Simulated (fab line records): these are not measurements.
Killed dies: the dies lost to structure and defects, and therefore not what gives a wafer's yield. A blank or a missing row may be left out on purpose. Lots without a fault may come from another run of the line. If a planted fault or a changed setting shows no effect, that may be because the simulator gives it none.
Which of the tools did it? || flow n5_finfet || Sampling: 24 lots, 72 wafers, 5 of 1938 route steps

## WHAT EACH GAUGE READ, for each wafer
N5_BEOL_M7_CD_MEAS_11 targets a cd of 38.5 nm.
{"lot": "L075", "measured": "day 9 18:09", "on": "cd_sem-01", "cd_nm (nm)": "38.8 38.7 39.5"}
{"lot": "L074", "measured": "day 9 23:31", "on": "cd_sem-03", "cd_nm (nm)": "39.2 38.4 38.6"}
{"lot": "L076", "measured": "day 10 03:48", "on": "cd_sem-02", "cd_nm (nm)": "38.7 39.5 39.4"}
{"lot": "L077", "measured": "day 10 07:26", "on": "cd_sem-01", "cd_nm (nm)": "38.1 39.2 38.8"}
{"lot": "L079", "measured": "day 10 16:43", "on": "cd_sem-01", "cd_nm (nm)": "38.3 39.1 38.0"}
{"lot": "L078", "measured": "day 10 16:53", "on": "cd_sem-02", "cd_nm (nm)": "38.7 38.7 39.0"}
{"lot": "L080", "measured": "day 10 16:56", "on": "cd_sem-02", "cd_nm (nm)": "38.3 38.5 38.7"}
{"lot": "L082", "measured": "day 10 20:53", "on": "cd_sem-01", "cd_nm (nm)": "39.0 38.3 39.0"}
{"lot": "L081", "measured": "day 11 01:19", "on": "cd_sem-03", "cd_nm (nm)": "38.5 38.9 38.3"}
{"lot": "L083", "measured": "day 11 15:17", "on": "cd_sem-01", "cd_nm (nm)": "38.6 39.6 39.4"}
{"lot": "L085", "measured": "day 12 09:47", "on": "cd_sem-02", "cd_nm (nm)": "38.1 38.5 39.0"}
{"lot": "L086", "measured": "day 12 13:47", "on": "cd_sem-02", "cd_nm (nm)": "39.3 38.4 38.7"}
{"lot": "L084", "measured": "day 12 15:42", "on": "cd_sem-03", "cd_nm (nm)": "38.9 39.3 38.7"}
{"lot": "L087", "measured": "day 13 01:23", "on": "cd_sem-02", "cd_nm (nm)": "38.5 38.2 38.4"}
{"lot": "L089", "measured": "day 13 01:33", "on": "cd_sem-01", "cd_nm (nm)": "38.1 37.3 38.2"}
{"lot": "L088", "measured": "day 13 01:43", "on": "cd_sem-02", "cd_nm (nm)": "38.2 38.5 37.9"}
{"lot": "L091", "measured": "day 13 06:59", "on": "cd_sem-01", "cd_nm (nm)": "38.2 38.2 38.7"}
{"lot": "L092", "measured": "day 13 14:16", "on": "cd_sem-01", "cd_nm (nm)": "38.7 38.9 38.8"}
{"lot": "L090", "measured": "day 13 14:19", "on": "cd_sem-03", "cd_nm (nm)": "38.5 38.6 39.0"}
{"lot": "L093", "measured": "day 13 21:48", "on": "cd_sem-01", "cd_nm (nm)": "38.5 39.5 39.1"}
{"lot": "L094", "measured": "day 14 20:05", "on": "cd_sem-02", "cd_nm (nm)": "39.4 38.4 38.7"}
{"lot": "L095", "measured": "day 15 01:01", "on": "cd_sem-01", "cd_nm (nm)": "38.6 39.0 39.2"}
{"lot": "L097", "measured": "day 15 05:45", "on": "cd_sem-02", "cd_nm (nm)": "38.3 38.8 38.1"}
{"lot": "L096", "measured": "day 15 07:02", "on": "cd_sem-01", "cd_nm (nm)": "39.4 39.7 39.3"}

N5_BEOL_M7_CD_MEAS_18: pitch 80 nm, target cd 40 nm.
{"lot": "L075", "measured": "day 9 18:42", "on": "cd_sem-03", "cd_nm (nm)": "40.3 40.5 41.1"}
{"lot": "L074", "measured": "day 10 00:04", "on": "cd_sem-02", "cd_nm (nm)": "40.7 40.1 39.4"}
{"lot": "L076", "measured": "day 10 04:21", "on": "cd_sem-02", "cd_nm (nm)": "40.1 41.6 40.4"}
{"lot": "L077", "measured": "day 10 08:06", "on": "cd_sem-01", "cd_nm (nm)": "40.0 40.4 40.2"}
{"lot": "L079", "measured": "day 10 17:37", "on": "cd_sem-01", "cd_nm (nm)": "40.2 40.5 39.9"}
{"lot": "L078", "measured": "day 10 17:39", "on": "cd_sem-01", "cd_nm (nm)": "40.0 40.0 40.5"}
{"lot": "L080", "measured": "day 10 17:45", "on": "cd_sem-01", "cd_nm (nm)": "39.8 40.5 39.7"}
{"lot": "L082", "measured": "day 10 21:26", "on": "cd_sem-02", "cd_nm (nm)": "39.9 40.5 41.2"}
{"lot": "L081", "measured": "day 11 01:52", "on": "cd_sem-02", "cd_nm (nm)": "40.4 40.6 39.7"}
{"lot": "L083", "measured": "day 11 15:55", "on": "cd_sem-03", "cd_nm (nm)": "40.5 40.4 41.1"}
{"lot": "L085", "measured": "day 12 10:44", "on": "cd_sem-02", "cd_nm (nm)": "39.7 39.6 40.6"}
{"lot": "L086", "measured": "day 12 14:20", "on": "cd_sem-03", "cd_nm (nm)": "41.1 39.9 40.2"}
{"lot": "L084", "measured": "day 12 16:15", "on": "cd_sem-02", "cd_nm (nm)": "40.9 40.9 39.5"}
{"lot": "L087", "measured": "day 13 01:58", "on": "cd_sem-03", "cd_nm (nm)": "39.5 39.7 39.2"}
{"lot": "L089", "measured": "day 13 02:08", "on": "cd_sem-01", "cd_nm (nm)": "40.0 38.2 39.9"}
{"lot": "L088", "measured": "day 13 02:16", "on": "cd_sem-02", "cd_nm (nm)": "39.8 39.8 39.1"}
{"lot": "L091", "measured": "day 13 07:32", "on": "cd_sem-02", "cd_nm (nm)": "38.9 39.7 40.4"}
{"lot": "L092", "measured": "day 13 14:49", "on": "cd_sem-03", "cd_nm (nm)": "40.5 40.6 40.8"}
{"lot": "L090", "measured": "day 13 15:04", "on": "cd_sem-02", "cd_nm (nm)": "40.0 40.7 40.7"}
{"lot": "L093", "measured": "day 13 22:40", "on": "cd_sem-03", "cd_nm (nm)": "40.0 40.9 40.5"}
{"lot": "L094", "measured": "day 14 20:38", "on": "cd_sem-03", "cd_nm (nm)": "41.0 39.7 40.3"}
{"lot": "L095", "measured": "day 15 01:44", "on": "cd_sem-02", "cd_nm (nm)": "40.7 40.2 40.7"}
{"lot": "L097", "measured": "day 15 06:33", "on": "cd_sem-03", "cd_nm (nm)": "40.0 40.0 38.9"}
{"lot": "L096", "measured": "day 15 07:40", "on": "cd_sem-01", "cd_nm (nm)": "41.0 41.0 41.4"}

N5_BEOL_M7_OVL_MEAS_29.
{"lot": "L075", "measured": "day 9 20:08", "on": "overlay-02", "V6_OVL (nm)": "-0.9 -0.3 -0.3"}
{"lot": "L074", "measured": "day 10 02:57", "on": "overlay-01", "V6_OVL (nm)": "0.9 0.7 0.5"}
{"lot": "L076", "measured": "day 10 06:05", "on": "overlay-01", "V6_OVL (nm)": "-0.7 -0.3 0.3"}
{"lot": "L077", "measured": "day 10 09:24", "on": "overlay-01", "V6_OVL (nm)": "0.3 1.6 1.1"}
{"lot": "L079", "measured": "day 10 19:32", "on": "overlay-02", "V6_OVL (nm)": "0.8 0.2 0.6"}
{"lot": "L078", "measured": "day 10 19:35", "on": "overlay-01", "V6_OVL (nm)": "-0.3 0.9 0.3"}
{"lot": "L080", "measured": "day 10 19:38", "on": "overlay-02", "V6_OVL (nm)": "-0.6 0.4 0.2"}
{"lot": "L082", "measured": "day 10 21:47", "on": "overlay-01", "V6_OVL (nm)": "-0.3 1.2 0.1"}
{"lot": "L081", "measured": "day 11 03:45", "on": "overlay-01", "V6_OVL (nm)": "1.3 0.6 0.4"}
{"lot": "L083", "measured": "day 11 16:17", "on": "overlay-01", "V6_OVL (nm)": "1.2 1.2 1.3"}
{"lot": "L085", "measured": "day 12 20:15", "on": "overlay-01", "V6_OVL (nm)": "0.1 0.4 -0.1"}
{"lot": "L086", "measured": "day 12 18:11", "on": "overlay-02", "V6_OVL (nm)": "0.3 0.6 -0.3"}
{"lot": "L084", "measured": "day 12 20:26", "on": "overlay-02", "V6_OVL (nm)": "0.1 0.3 -0.7"}
{"lot": "L087", "measured": "day 13 04:08", "on": "overlay-01", "V6_OVL (nm)": "0.3 0.0 0.3"}
{"lot": "L089", "measured": "day 13 03:47", "on": "overlay-02", "V6_OVL (nm)": "0.7 0.1 0.4"}
{"lot": "L088", "measured": "day 13 03:56", "on": "overlay-01", "V6_OVL (nm)": "-0.1 0.8 -0.7"}
{"lot": "L091", "measured": "day 13 08:59", "on": "overlay-01", "V6_OVL (nm)": "0.5 -0.6 -0.5"}
{"lot": "L092", "measured": "day 13 17:01", "on": "overlay-02", "V6_OVL (nm)": "0.7 0.8 1.0"}
{"lot": "L090", "measured": "day 13 16:58", "on": "overlay-02", "V6_OVL (nm)": "0.5 0.0 0.1"}
{"lot": "L093", "measured": "day 13 23:34", "on": "overlay-02", "V6_OVL (nm)": "-0.9 0.1 0.8"}
{"lot": "L094", "measured": "day 14 21:12", "on": "overlay-02", "V6_OVL (nm)": "-0.1 -0.9 -1.6"}
{"lot": "L095", "measured": "day 15 02:04", "on": "overlay-02", "V6_OVL (nm)": "1.4 1.2 1.3"}
{"lot": "L097", "measured": "day 15 08:10", "on": "overlay-02", "V6_OVL (nm)": "0.3 1.0 0.7"}
{"lot": "L096", "measured": "day 15 08:20", "on": "overlay-01", "V6_OVL (nm)": "0.3 1.1 1.9"}

## WHICH TOOL RAN EACH LOT (tool, then ch and the chambers of the sampled wafers, then the start)
{"lot": "L075", "N5_BEOL_M7_HM_DEP_02": "pvd_sputter-02, day 9 17:39", "N5_BEOL_M7_HM_OPEN_17": "rie_metal-02 ch 1, day 9 18:31"}
{"lot": "L074", "N5_BEOL_M7_HM_DEP_02": "pvd_sputter-02, day 9 23:01", "N5_BEOL_M7_HM_OPEN_17": "rie_metal-02 ch 0,1, day 9 23:55"}
{"lot": "L076", "N5_BEOL_M7_HM_DEP_02": "pvd_sputter-03, day 10 03:26", "N5_BEOL_M7_HM_OPEN_17": "rie_metal-01 ch 0,1, day 10 04:10"}
{"lot": "L077", "N5_BEOL_M7_HM_DEP_02": "pvd_sputter-03, day 10 07:04", "N5_BEOL_M7_HM_OPEN_17": "rie_metal-02 ch 0,1, day 10 07:50"}
{"lot": "L079", "N5_BEOL_M7_HM_DEP_02": "pvd_sputter-02, day 10 16:13", "N5_BEOL_M7_HM_OPEN_17": "rie_metal-03 ch 0,1, day 10 17:14"}
{"lot": "L078", "N5_BEOL_M7_HM_DEP_02": "pvd_sputter-01, day 10 16:18", "N5_BEOL_M7_HM_OPEN_17": "rie_metal-01 ch 0,1, day 10 17:16"}
{"lot": "L080", "N5_BEOL_M7_HM_DEP_02": "pvd_sputter-01, day 10 16:24", "N5_BEOL_M7_HM_OPEN_17": "rie_metal-03 ch 1, day 10 17:34"}
{"lot": "L082", "N5_BEOL_M7_HM_DEP_02": "pvd_sputter-02, day 10 20:30", "N5_BEOL_M7_HM_OPEN_17": "rie_metal-03 ch 0,1, day 10 21:16"}
{"lot": "L081", "N5_BEOL_M7_HM_DEP_02": "pvd_sputter-02, day 11 00:49", "N5_BEOL_M7_HM_OPEN_17": "rie_metal-02 ch 0,1, day 11 01:41"}
{"lot": "L083", "N5_BEOL_M7_HM_DEP_02": "pvd_sputter-03, day 11 14:54", "N5_BEOL_M7_HM_OPEN_17": "rie_metal-03 ch 0,1, day 11 15:40"}
{"lot": "L085", "N5_BEOL_M7_HM_DEP_02": "pvd_sputter-03, day 12 09:17", "N5_BEOL_M7_HM_OPEN_17": "rie_metal-03 ch 0,1, day 12 10:28"}
{"lot": "L086", "N5_BEOL_M7_HM_DEP_02": "pvd_sputter-02, day 12 13:25", "N5_BEOL_M7_HM_OPEN_17": "rie_metal-03 ch 0,1, day 12 14:10"}
{"lot": "L084", "N5_BEOL_M7_HM_DEP_02": "pvd_sputter-01, day 12 15:12", "N5_BEOL_M7_HM_OPEN_17": "rie_metal-03 ch 0,1, day 12 16:04"}
{"lot": "L087", "N5_BEOL_M7_HM_DEP_02": "pvd_sputter-02, day 13 00:53", "N5_BEOL_M7_HM_OPEN_17": "rie_metal-03 ch 0,1, day 13 01:45"}
{"lot": "L089", "N5_BEOL_M7_HM_DEP_02": "pvd_sputter-02, day 13 00:59", "N5_BEOL_M7_HM_OPEN_17": "rie_metal-01 ch 0,1, day 13 01:57"}
{"lot": "L088", "N5_BEOL_M7_HM_DEP_02": "pvd_sputter-03, day 13 01:05", "N5_BEOL_M7_HM_OPEN_17": "rie_metal-02 ch 0,1, day 13 02:05"}
{"lot": "L091", "N5_BEOL_M7_HM_DEP_02": "pvd_sputter-01, day 13 06:29", "N5_BEOL_M7_HM_OPEN_17": "rie_metal-02 ch 0,1, day 13 07:22"}
{"lot": "L092", "N5_BEOL_M7_HM_DEP_02": "pvd_sputter-01, day 13 13:46", "N5_BEOL_M7_HM_OPEN_17": "rie_metal-01 ch 0,1, day 13 14:38"}
{"lot": "L090", "N5_BEOL_M7_HM_DEP_02": "pvd_sputter-03, day 13 13:55", "N5_BEOL_M7_HM_OPEN_17": "rie_metal-02 ch 0,1, day 13 14:53"}
{"lot": "L093", "N5_BEOL_M7_HM_DEP_02": "pvd_sputter-03, day 13 21:18", "N5_BEOL_M7_HM_OPEN_17": "rie_metal-01 ch 0, day 13 22:29"}
{"lot": "L094", "N5_BEOL_M7_HM_DEP_02": "pvd_sputter-01, day 14 19:43", "N5_BEOL_M7_HM_OPEN_17": "rie_metal-01 ch 1, day 14 20:27"}
{"lot": "L095", "N5_BEOL_M7_HM_DEP_02": "pvd_sputter-01, day 15 00:31", "N5_BEOL_M7_HM_OPEN_17": "rie_metal-02 ch 0,1, day 15 01:30"}
{"lot": "L097", "N5_BEOL_M7_HM_DEP_02": "pvd_sputter-02, day 15 05:16", "N5_BEOL_M7_HM_OPEN_17": "rie_metal-01 ch 0,1, day 15 06:22"}
{"lot": "L096", "N5_BEOL_M7_HM_DEP_02": "pvd_sputter-02, day 15 06:32", "N5_BEOL_M7_HM_OPEN_17": "rie_metal-01 ch 0,1, day 15 07:26"}
- N5_BEOL_M7_HM_DEP_02: deposits TiN, target thk 20 nm.
- N5_BEOL_M7_HM_OPEN_17: chemistry Cl2/BCl3, target TiN, target depth 20 nm, overetch 6 nm.

## AS READ BY THE TOOLS THEMSELVES (means over the sampled wafers that have a number; for cases with no such wafer, the mark the record gives instead)
N5_BEOL_M7_HM_DEP_02.
{"lot": "L075", "tool": "pvd_sputter-02", "throttle_valve_pct (%)": 32.2}
{"lot": "L074", "tool": "pvd_sputter-02", "throttle_valve_pct (%)": 31.4}
{"lot": "L076", "tool": "pvd_sputter-03", "throttle_valve_pct (%)": 31.4}
{"lot": "L077", "tool": "pvd_sputter-03", "throttle_valve_pct (%)": 30.9}
{"lot": "L079", "tool": "pvd_sputter-02", "throttle_valve_pct (%)": 31.5}
{"lot": "L078", "tool": "pvd_sputter-01", "throttle_valve_pct (%)": 30.3}
{"lot": "L080", "tool": "pvd_sputter-01", "throttle_valve_pct (%)": 29.7}
{"lot": "L082", "tool": "pvd_sputter-02", "throttle_valve_pct (%)": 31.0}
{"lot": "L081", "tool": "pvd_sputter-02", "throttle_valve_pct (%)": 31.6}
{"lot": "L083", "tool": "pvd_sputter-03", "throttle_valve_pct (%)": 31.0}
{"lot": "L085", "tool": "pvd_sputter-03", "throttle_valve_pct (%)": 31.2}
{"lot": "L086", "tool": "pvd_sputter-02", "throttle_valve_pct (%)": 30.9}
{"lot": "L084", "tool": "pvd_sputter-01", "throttle_valve_pct (%)": 30.2}
{"lot": "L087", "tool": "pvd_sputter-02", "throttle_valve_pct (%)": 31.0}
{"lot": "L089", "tool": "pvd_sputter-02", "throttle_valve_pct (%)": 30.8}
{"lot": "L088", "tool": "pvd_sputter-03", "throttle_valve_pct (%)": 30.9}
{"lot": "L091", "tool": "pvd_sputter-01", "throttle_valve_pct (%)": 30.0}
{"lot": "L092", "tool": "pvd_sputter-01", "throttle_valve_pct (%)": 30.1}
{"lot": "L090", "tool": "pvd_sputter-03", "throttle_valve_pct (%)": 31.4}
{"lot": "L093", "tool": "pvd_sputter-03", "throttle_valve_pct (%)": 30.9}
{"lot": "L094", "tool": "pvd_sputter-01", "throttle_valve_pct (%)": 30.2}
{"lot": "L095", "tool": "pvd_sputter-01", "throttle_valve_pct (%)": 29.7}
{"lot": "L097", "tool": "pvd_sputter-02", "throttle_valve_pct (%)": 31.2}
{"lot": "L096", "tool": "pvd_sputter-02", "throttle_valve_pct (%)": 30.9}

N5_BEOL_M7_HM_OPEN_17.
{"lot": "L075", "tool": "rie_metal-02", "chamber_pressure_mTorr (mTorr)": 10.000, "drypump_motor_current_A (A)": 6.0, "oes_ar_750_au (a.u.)": 0.79, "oes_product_au (a.u.)": 0.67, "throttle_valve_pct (%)": 22.5}
{"lot": "L074", "tool": "rie_metal-02", "chamber_pressure_mTorr (mTorr)": 9.997, "drypump_motor_current_A (A)": 5.7, "oes_ar_750_au (a.u.)": 0.75, "oes_product_au (a.u.)": 0.62, "throttle_valve_pct (%)": 22.2}
{"lot": "L076", "tool": "rie_metal-01", "chamber_pressure_mTorr (mTorr)": 9.995, "drypump_motor_current_A (A)": 5.8, "oes_ar_750_au (a.u.)": 0.97, "oes_product_au (a.u.)": 0.81, "throttle_valve_pct (%)": 21.6}
{"lot": "L077", "tool": "rie_metal-02", "chamber_pressure_mTorr (mTorr)": 9.996, "drypump_motor_current_A (A)": 5.8, "oes_ar_750_au (a.u.)": 0.75, "oes_product_au (a.u.)": 0.62, "throttle_valve_pct (%)": 22.2}
{"lot": "L079", "tool": "rie_metal-03", "chamber_pressure_mTorr (mTorr)": 10.009, "drypump_motor_current_A (A)": 6.4, "oes_ar_750_au (a.u.)": 0.83, "oes_product_au (a.u.)": 0.72, "throttle_valve_pct (%)": 22.1}
{"lot": "L078", "tool": "rie_metal-01", "chamber_pressure_mTorr (mTorr)": 9.998, "drypump_motor_current_A (A)": 5.8, "oes_ar_750_au (a.u.)": 0.96, "oes_product_au (a.u.)": 0.80, "throttle_valve_pct (%)": 21.6}
{"lot": "L080", "tool": "rie_metal-03", "chamber_pressure_mTorr (mTorr)": 10.002, "drypump_motor_current_A (A)": 6.4, "oes_ar_750_au (a.u.)": 0.82, "oes_product_au (a.u.)": 0.71, "throttle_valve_pct (%)": 22.1}
{"lot": "L082", "tool": "rie_metal-03", "chamber_pressure_mTorr (mTorr)": 10.003, "drypump_motor_current_A (A)": 6.4, "oes_ar_750_au (a.u.)": 0.83, "oes_product_au (a.u.)": 0.71, "throttle_valve_pct (%)": 22.1}
{"lot": "L081", "tool": "rie_metal-02", "chamber_pressure_mTorr (mTorr)": 9.997, "drypump_motor_current_A (A)": 5.7, "oes_ar_750_au (a.u.)": 0.75, "oes_product_au (a.u.)": 0.62, "throttle_valve_pct (%)": 22.2}
{"lot": "L083", "tool": "rie_metal-03", "chamber_pressure_mTorr (mTorr)": 10.000, "drypump_motor_current_A (A)": 6.3, "oes_ar_750_au (a.u.)": 0.82, "oes_product_au (a.u.)": 0.71, "throttle_valve_pct (%)": 22.1}
{"lot": "L085", "tool": "rie_metal-03", "chamber_pressure_mTorr (mTorr)": 9.996, "drypump_motor_current_A (A)": 6.3, "oes_ar_750_au (a.u.)": 0.83, "oes_product_au (a.u.)": 0.73, "throttle_valve_pct (%)": 22.0}
{"lot": "L086", "tool": "rie_metal-03", "chamber_pressure_mTorr (mTorr)": 10.000, "drypump_motor_current_A (A)": 6.3, "oes_ar_750_au (a.u.)": 0.83, "oes_product_au (a.u.)": 0.71, "throttle_valve_pct (%)": 22.1}
{"lot": "L084", "tool": "rie_metal-03", "chamber_pressure_mTorr (mTorr)": 10.000, "drypump_motor_current_A (A)": 6.3, "oes_ar_750_au (a.u.)": 0.82, "oes_product_au (a.u.)": 0.71, "throttle_valve_pct (%)": 22.0}
{"lot": "L087", "tool": "rie_metal-03", "chamber_pressure_mTorr (mTorr)": 9.996, "drypump_motor_current_A (A)": 6.4, "oes_ar_750_au (a.u.)": 0.81, "oes_product_au (a.u.)": 0.70, "throttle_valve_pct (%)": 22.1}
{"lot": "L089", "tool": "rie_metal-01", "chamber_pressure_mTorr (mTorr)": 10.002, "drypump_motor_current_A (A)": 5.8, "oes_ar_750_au (a.u.)": 0.93, "oes_product_au (a.u.)": 0.76, "throttle_valve_pct (%)": 21.7}
{"lot": "L088", "tool": "rie_metal-02", "chamber_pressure_mTorr (mTorr)": 10.000, "drypump_motor_current_A (A)": 5.9, "oes_ar_750_au (a.u.)": 0.76, "oes_product_au (a.u.)": 0.63, "throttle_valve_pct (%)": 22.4}
{"lot": "L091", "tool": "rie_metal-02", "chamber_pressure_mTorr (mTorr)": 10.004, "drypump_motor_current_A (A)": 5.7, "oes_ar_750_au (a.u.)": 0.74, "oes_product_au (a.u.)": 0.61, "throttle_valve_pct (%)": 22.2}
{"lot": "L092", "tool": "rie_metal-01", "chamber_pressure_mTorr (mTorr)": 9.997, "drypump_motor_current_A (A)": 5.2, "oes_ar_750_au (a.u.)": 0.88, "oes_product_au (a.u.)": 0.75, "throttle_valve_pct (%)": 21.9}
{"lot": "L090", "tool": "rie_metal-02", "chamber_pressure_mTorr (mTorr)": 10.004, "drypump_motor_current_A (A)": 5.7, "oes_ar_750_au (a.u.)": 0.73, "oes_product_au (a.u.)": 0.61, "throttle_valve_pct (%)": 22.2}
{"lot": "L093", "tool": "rie_metal-01", "chamber_pressure_mTorr (mTorr)": 10.001, "drypump_motor_current_A (A)": 4.7, "oes_ar_750_au (a.u.)": 0.84, "oes_product_au (a.u.)": 0.74, "throttle_valve_pct (%)": 22.2}
{"lot": "L094", "tool": "rie_metal-01", "chamber_pressure_mTorr (mTorr)": 10.006, "drypump_motor_current_A (A)": 6.2, "oes_ar_750_au (a.u.)": 0.95, "oes_product_au (a.u.)": 0.78, "throttle_valve_pct (%)": 21.4}
{"lot": "L095", "tool": "rie_metal-02", "chamber_pressure_mTorr (mTorr)": 9.999, "drypump_motor_current_A (A)": 5.9, "oes_ar_750_au (a.u.)": 0.74, "oes_product_au (a.u.)": 0.63, "throttle_valve_pct (%)": 22.4}
{"lot": "L097", "tool": "rie_metal-01", "chamber_pressure_mTorr (mTorr)": 10.003, "drypump_motor_current_A (A)": 5.2, "oes_ar_750_au (a.u.)": 0.87, "oes_product_au (a.u.)": 0.74, "throttle_valve_pct (%)": 21.9}
{"lot": "L096", "tool": "rie_metal-01", "chamber_pressure_mTorr (mTorr)": 9.994, "drypump_motor_current_A (A)": 5.2, "oes_ar_750_au (a.u.)": 0.87, "oes_product_au (a.u.)": 0.75, "throttle_valve_pct (%)": 21.9}

## THE ANSWER, worked out from the rows above alone
Rule: the usual values come from the lots themselves. Put in order of their means at a reading, lots are off if they are a third of the lots or fewer, leave a main group of 4 or more, and stand apart from it by a gap of 3 or more times the standard deviation of the main group's means; of several such gaps the widest counts. Not used: any main group whose means are identical at the precision the tables above print for the reading. A lot without any number at a reading at which 4 lots or more have one is off too. Where the step has rows for the other lots, those lots are counted as sound. First the gauges in route order, then the tools' own readings, where a lot's mean is used as printed above. The first step at which some lot is off is used, and at that step the reading that is off furthest; a lot without a number counts as furthest.
Nothing can be told from this: no lot is off at any reading shown.

## WHAT THE SIMULATOR HAD INSERTED
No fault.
